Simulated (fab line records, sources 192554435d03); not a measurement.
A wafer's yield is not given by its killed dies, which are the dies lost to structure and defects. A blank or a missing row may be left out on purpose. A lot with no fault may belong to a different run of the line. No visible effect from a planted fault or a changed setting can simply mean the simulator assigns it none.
Matching of chambers	flow n5 finfet	N5_BEOL_M9_PECVD_70 on pecvd-01: 3 sister chambers
The step deposits SiO2 from TEOS/O2, target thk 20 nm, time 22.7 s. 18 wafers are shown with their chamber, then 9 later ones without.

## WAFERS, EACH WITH ITS CHAMBER
wafer	chamber	throttle valve pct (%)	showerhead plenum p Torr (Torr)	heater power w (W)
L076.1	1	22.2	8.86	542
L076.4	1	22.4	8.84	535
L076.6	1	22.4	8.85	557
L075.1	1	22.1	8.85	567
L075.3	2	21.2	8.83	974
L075.4	0	23.1	8.70	760
L078.1	2	21.3	8.85	854
L078.3	1	22.5	8.83	608
L078.4	1	22.3	8.85	612
L080.1	0	23.1	8.68	712
L080.3	2	21.1	8.88	974
L080.6	0	23.2	8.68	736
L083.2	1	22.4	8.85	528
L083.4	1	22.3	8.85	529
L083.6	2	21.3	8.86	865
L088.1	0	23.0	8.69	738
L088.3	1	22.4	8.85	552
L088.5	1	22.3	8.84	536

SIGNATURES (averages over the wafers above)
reading	chamber 0	chamber 1	chamber 2	scatter within a chamber
throttle valve pct	23.100	22.330	21.225	0.106
showerhead plenum p Torr	8.6875	8.8470	8.8550	0.0121
heater power w	736.50	556.60	916.75	39
Rule: for each reading, subtract the chamber's mean from the wafer's reading, divide by that reading's scatter and square the result; add these up over the readings and take the root, which gives the wafer's distance from the chamber. The wafer belongs to the nearest chamber; if the next one is less than 2 further off, it can't be placed. The scatter: take each reading less its chamber's mean, square it, sum over the shown wafers, divide by the number of wafers less the number of chambers, and take the root.

## WAFERS MISSING THEIR CHAMBER
wafer	throttle valve pct (%)	showerhead plenum p Torr (Torr)	heater power w (W)
L092.1	23.1	8.66	681
L092.3	21.2	8.84	941
L092.4	21.1	8.86	936
L095.3	21.2	8.88	940
L095.4	21.2	8.86	934
L095.6	22.2	8.84	613
L096.1	21.4	8.84	889
L096.5	21.5	8.87	873
L096.6	22.0	8.82	573

## WHICH CHAMBER EACH ONE RAN IN
wafer	from the rows above	in truth
L092.1	0	0
L092.3	2	2
L092.4	2	2
L095.3	2	2
L095.4	2	2
L095.6	1	1
L096.1	2	2
L096.5	2	2
L096.6	1	1
Correct placement for 9 of the 9. Can't be placed from these rows: 0. Wrongly placed: 0.
